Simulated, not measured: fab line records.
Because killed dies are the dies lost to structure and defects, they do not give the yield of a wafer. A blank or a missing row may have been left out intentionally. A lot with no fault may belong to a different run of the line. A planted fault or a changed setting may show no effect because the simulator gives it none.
fab line records	flow nand_harc	part 2 of 2: steps 5 to 6 of 6
record: lots: 19	wafers: 57	last_day: 24
route steps=1159 shown A_CHANNEL_HOLE_D1@472 A_STAIRCASE@557
lots that met no fault: from a run of the same line without faults
start_h: the number of hours between the record's first day and the start of the first shown wafer of the lot	wait_h: hours from the lot's prior step to this one	" unchanged from the row above	L1.1+2: a single row standing in for several wafers	- either no value or no given start	* or withheld: withheld	< > ~ a bound
route shown NAME@n: NAME is a module with steps in the file, n the number in the route of the first one	usual: mean and standard deviation over wafers with no fault	same: alike in all rows	chamber/n: place in a boat	sites: readings site by site	_std_site: standard deviation of those values	_edge_site: inner sites' mean taken away from outer sites' mean	radius_mm: for every site, how far away it sits from the centre of the wafer	mask NAME#n: copy n	behind: the most recent tool/chamber to have shaped the wafer	hold: the reason the lot was held/the length of the hold in hours/how it ended	device: names the non-switching transistor (n, p or np)	end of line: tests run on the same wafers once the route is complete	step lacking rows: just its recipe	killed: not the wafer's yield, but the dies lost to structure and defects at the first sort	map: the dies of a wafer, with x for killed, . for not killed, _ for no die there
set.NAME: the setting that was run; set.NAME@STEP: the one run at that earlier step	model.NAME: the simulator's own value behind a step, which no gauge read
a sample of lots followed through the steps of the route, with each step as a table and each wafer as a row
services: from which hour (start_h, from the record's first day; less than 0 if before it) a tool's chamber was out of use, for how many hours, and why
== steps ==
step: NHARC_A_STAIRCASE_TRIM_200
recipe: time_s: 211.2	o2_flow_sccm: 500	ar_flow_sccm: 0	bias_w: 0	chemistry: O2
usual: chamber_pressure_mTorr: 60.00/0.057	drypump_motor_current_A: 5.9/0.58	oes_product_au: 1.000/0.013	rf_vpp_V: 57.8/0.85	showerhead_plenum_p_Torr: 3.52/0.1	throttle_valve_pct: 17.036/0.0096
lot.wafer	tool	chamber	start_h	wait_h	chamber_pressure_mTorr	drypump_motor_current_A	oes_product_au	rf_hours_counter_h	rf_vpp_V	showerhead_plenum_p_Torr	throttle_valve_pct
L074.1	rie_diel-11	0	-	-	59.96	6.1	0.979	15	57.8	3.48	17.048
L074.3	"	1	"	"	60.05	6.4	0.995	16	56.6	3.63	17.041
L074.2	"	3	"	"	59.94	5.4	0.986	15	57.8	3.41	17.050
L075.3	rie_diel-07	2	-	-	60.03	6.2	0.989	6	57.9	3.46	17.025
L075.2	"	3	"	"	59.98	5.1	0.977	6	59.3	3.55	17.049
L075.5	"	2	"	"	60.02	6.2	0.999	-	58.7	3.46	17.042
L076.2	rie_diel-07	0	-	-	60.07	5.3	1.015	6	59.5	3.62	17.034
L076.1	"	1	"	"	60.02	6.7	1.016	6	57.3	3.51	17.042
L076.3	"	2	"	"	60.00	6.2	1.000	6	58.3	3.46	17.038
L077.2	rie_diel-11	3	-	-	60.03	5.4	0.988	19	58.1	3.41	17.036
L077.3	"	1	"	"	60.01	6.4	1.009	21	57.4	3.63	17.046
L077.5	"	0	"	"	59.90	6.1	0.987	-	56.9	3.48	17.026
L080.2	rie_diel-11	0	-	-	60.13	6.1	0.976	26	57.7	3.47	17.036
L080.1	"	1	"	"	60.07	6.4	1.003	26	59.2	3.62	17.034
L080.4	"	2	"	"	60.02	5.6	1.004	26	57.3	3.34	17.031
L079.2	rie_diel-07	0	-	-	60.05	5.3	1.007	13	57.9	3.62	17.026
L079.6	"	0	"	"	60.07	5.3	1.009	-	57.7	3.62	17.047
L079.5	"	1	"	"	59.97	6.7	1.013	-	57.8	3.51	17.022
L078.4	rie_diel-11	1	-	-	60.07	6.4	1.002	28	58.0	3.62	17.034
L078.2	"	2	"	"	60.04	5.6	1.010	27	55.8	3.34	17.041
L078.5	"	2	"	"	60.00	5.6	1.001	-	56.4	3.34	17.024
L081.3	rie_diel-03	2	-	-	60.14	5.6	0.996	22	57.1	3.71	17.054
L081.5	"	2	"	"	59.94	5.7	0.986	-	58.7	3.71	17.048
L081.6	"	3	"	"	60.00	6.7	1.003	-	56.5	3.49	17.058
L082.4	rie_diel-07	3	-	-	59.95	5.1	0.994	19	58.1	3.55	17.053
L082.1	"	0	"	"	59.96	5.3	1.025	21	57.8	3.61	17.035
L082.5	"	2	"	"	59.92	6.2	1.009	-	58.3	3.45	17.030
L083.1	rie_diel-07	3	-	-	59.94	5.1	0.997	20	59.1	3.55	17.015
L083.6	"	1	"	"	60.05	6.7	1.011	-	58.2	3.51	17.019
L083.5	"	2	"	"	60.04	6.2	1.010	-	58.4	3.45	17.040
L084.4	rie_diel-07	0	-	-	60.00	5.3	1.013	28	56.9	3.61	17.028
L084.5	"	0	"	"	59.86	5.3	1.005	-	57.6	3.61	17.042
L084.6	"	1	"	"	59.93	6.7	0.997	-	57.1	3.50	17.035
L086.2	rie_diel-11	2	-	-	59.97	5.6	1.024	42	57.2	3.33	17.019
L086.1	"	3	"	"	60.05	5.4	0.987	45	57.5	3.40	17.038
L086.3	"	0	"	"	59.93	6.2	0.979	46	58.1	3.46	17.016
L087.3	rie_diel-07	0	-	-	59.99	5.3	1.015	32	57.2	3.60	17.053
L087.6	"	1	"	"	59.96	6.7	1.013	-	56.9	3.50	17.034
L087.5	"	2	"	"	60.12	6.2	1.001	-	57.7	3.45	17.049
L089.3	rie_diel-11	1	-	-	59.89	6.4	0.988	48	57.6	3.61	17.031
L089.2	"	3	"	"	59.97	5.4	0.976	52	57.4	3.39	17.030
L089.5	"	1	"	"	59.93	6.4	0.990	-	57.8	3.61	17.027
L088.3	rie_diel-03	2	-	-	59.88	5.7	0.994	31	59.0	3.70	17.021
L088.6	"	2	"	"	59.98	5.6	0.996	-	58.4	3.70	17.018
L088.5	"	3	"	"	59.94	6.7	1.023	-	54.9	3.48	17.028
L093.3	rie_diel-03	3	-	-	60.03	6.8	1.017	49	58.2	3.48	17.030
L093.1	"	0	"	"	59.94	5.6	1.005	42	58.4	3.66	17.040
L093.6	"	3	"	"	60.07	6.8	1.009	-	57.9	3.48	17.040
L092.4	rie_diel-03	0	-	-	60.14	5.6	1.007	44	58.7	3.66	17.023
L092.1	"	2	"	"	59.99	5.7	0.998	35	57.5	3.70	17.039
L092.2	"	3	"	"	59.91	6.7	1.017	50	58.8	3.48	17.036
L090.4	rie_diel-11	1	-	-	59.94	6.4	0.998	52	59.2	3.61	17.041
L090.1	"	3	"	"	60.00	5.4	0.994	57	57.6	3.39	17.038
L090.5	"	2	"	"	60.04	5.6	1.007	-	57.6	3.32	17.032
L096.1	rie_diel-11	1	-	-	59.95	6.4	0.998	2	58.1	3.60	17.052
L096.6	"	1	"	"	59.99	6.4	0.999	-	57.6	3.60	17.038
L096.5	"	2	"	"	60.00	5.7	1.000	-	57.5	3.32	17.049
step: NHARC_A_STAIRCASE_ETCH_294
recipe: target_depth_a: 49920	time_s: 1212.4	ion_energy_ev: 800	c4f8_flow_sccm: 80	o2_flow_sccm: 60	ar_flow_sccm: withheld	rf_w: 600	bias_w: 3000	chemistry: C4F8/O2/Ar
usual: chamber_pressure_mTorr: 24.999/0.023	oes_product_au: 0.938/0.019	rf_vpp_V: 1826/7.9
lot.wafer	tool	chamber	start_h	wait_h	chamber_pressure_mTorr	oes_product_au	rf_hours_counter_h	rf_vpp_V
L074.3	rie_diel-11	0	-	-	25.005	0.920	20	1823
L074.1	"	1	"	"	24.987	0.940	21	1834
L074.2	"	2	"	"	25.014	0.946	21	1812
L075.2	rie_diel-03	1	-	-	25.018	0.913	16	1834
L075.3	"	3	"	"	24.978	0.950	13	1826
L075.5	"	0	"	"	25.009	0.940	-	1837
L076.2	rie_diel-11	3	-	-	24.996	0.911	23	1818
L076.1	"	0	"	"	25.002	0.906	23	1823
L076.3	"	2	"	"	24.994	0.930	24	1811
L077.2	rie_diel-07	0	-	-	25.006	0.944	12	1833
L077.3	"	2	"	"	24.978	0.934	12	1820
L077.5	"	1	"	"	25.007	0.948	-	1827
L079.2	rie_diel-11	1	-	-	25.008	0.954	31	1834
L079.6	"	1	"	"	24.998	0.953	-	1833
L079.5	"	2	"	"	25.011	0.961	-	1811
L080.4	rie_diel-11	3	-	-	24.996	0.932	32	1817
L080.2	"	0	"	"	24.993	0.920	33	1821
L080.1	"	1	"	"	25.029	0.943	32	1836
L078.2	rie_diel-07	0	-	-	24.948	0.950	19	1834
L078.4	"	3	"	"	25.002	0.938	18	1828
L078.5	"	0	"	"	25.020	0.955	-	1833
L081.3	rie_diel-03	1	-	-	24.989	0.938	26	1835
L081.6	"	1	"	"	25.000	0.926	-	1835
L081.5	"	2	"	"	25.026	0.939	-	1840
L082.1	rie_diel-11	3	-	-	25.016	0.914	36	1817
L082.4	"	0	"	"	24.959	0.924	36	1822
L082.5	"	0	"	"	24.981	0.915	-	1823
L083.1	rie_diel-03	3	304.90	0.2	24.974	0.932	28	1825
L083.5	"	0	"	"	24.993	0.932	-	1836
L083.6	"	3	"	"	24.988	0.937	-	1825
L084.4	rie_diel-03	3	-	-	25.008	0.941	-	1825
L084.5	"	0	"	"	24.999	0.937	-	1836
L084.6	"	1	"	"	24.978	0.928	-	1833
L087.3	rie_diel-07	2	-	-	25.033	0.921	34	1820
L087.5	"	0	"	"	25.009	0.939	-	1832
L087.6	"	1	"	"	24.959	0.928	-	1825
L086.2	rie_diel-07	3	-	-	25.027	0.924	34	1827
L086.1	"	0	"	"	24.978	0.946	35	1831
L086.3	"	1	"	"	25.007	0.949	36	1824
L089.2	rie_diel-07	1	-	-	25.011	0.963	43	1823
L089.3	"	3	"	"	24.991	0.930	40	1828
L089.5	"	1	"	"	24.978	0.957	-	1824
L088.3	rie_diel-07	2	-	-	24.969	0.936	42	1821
L088.5	"	0	"	"	24.997	0.941	-	1833
L088.6	"	1	"	"	24.978	0.946	-	1823
L093.3	rie_diel-11	3	-	-	25.026	0.914	60	1817
L093.1	"	0	"	"	25.002	0.919	61	1824
L093.6	"	2	"	"	25.008	0.935	-	1810
L092.1	rie_diel-03	3	-	-	25.026	0.948	55	1822
L092.2	"	0	"	"	25.005	0.946	48	1836
L092.4	"	2	"	"	25.051	0.939	40	1838
L090.1	rie_diel-11	0	-	-	25.027	0.914	62	1820
L090.5	"	0	"	"	24.986	0.905	-	1821
L090.4	"	2	"	"	24.978	0.934	-	1810
L096.1	rie_diel-03	2	-	-	25.025	0.924	53	1840
L096.6	"	0	"	"	25.007	0.943	-	1835
L096.5	"	1	"	"	24.961	0.940	-	1832
== services ==
tool	chamber	start_h	hours	kind
rie_diel-11	0	171.02	-	clean
rie_diel-11	1	171.02	-	clean
rie_diel-11	2	171.02	-	clean
rie_diel-11	3	171.02	-	clean
rie_diel-03	2	175.48	10.4	repair
rie_diel-11	-	189.50	9.0	pm
rie_diel-11	0	189.50	9.0	vent_cycle
rie_diel-11	1	189.50	9.0	vent_cycle
rie_diel-11	2	189.50	9.0	vent_cycle
rie_diel-11	3	189.50	9.0	vent_cycle
rie_diel-03	-	215.46	9.0	pm
rie_diel-07	2	220.26	4.4	repair
rie_diel-07	-	228.35	9.0	pm
rie_diel-03	0	269.25	10.1	repair
rie_diel-03	-	281.47	2.5	repair
rie_diel-03	2	288.86	36.9	repair
rie_diel-03	1	298.74	9.8	repair
har_etch-01	-	305.00	17.0	pm
rie_diel-03	0	305.88	5.3	repair
rie_diel-11	-	346.13	0.5	repair
rie_diel-03	1	350.16	4.0	repair
rie_diel-11	-	355.38	0.4	repair
rie_diel-11	1	361.75	2.5	repair
rie_diel-11	-	366.50	9.0	pm
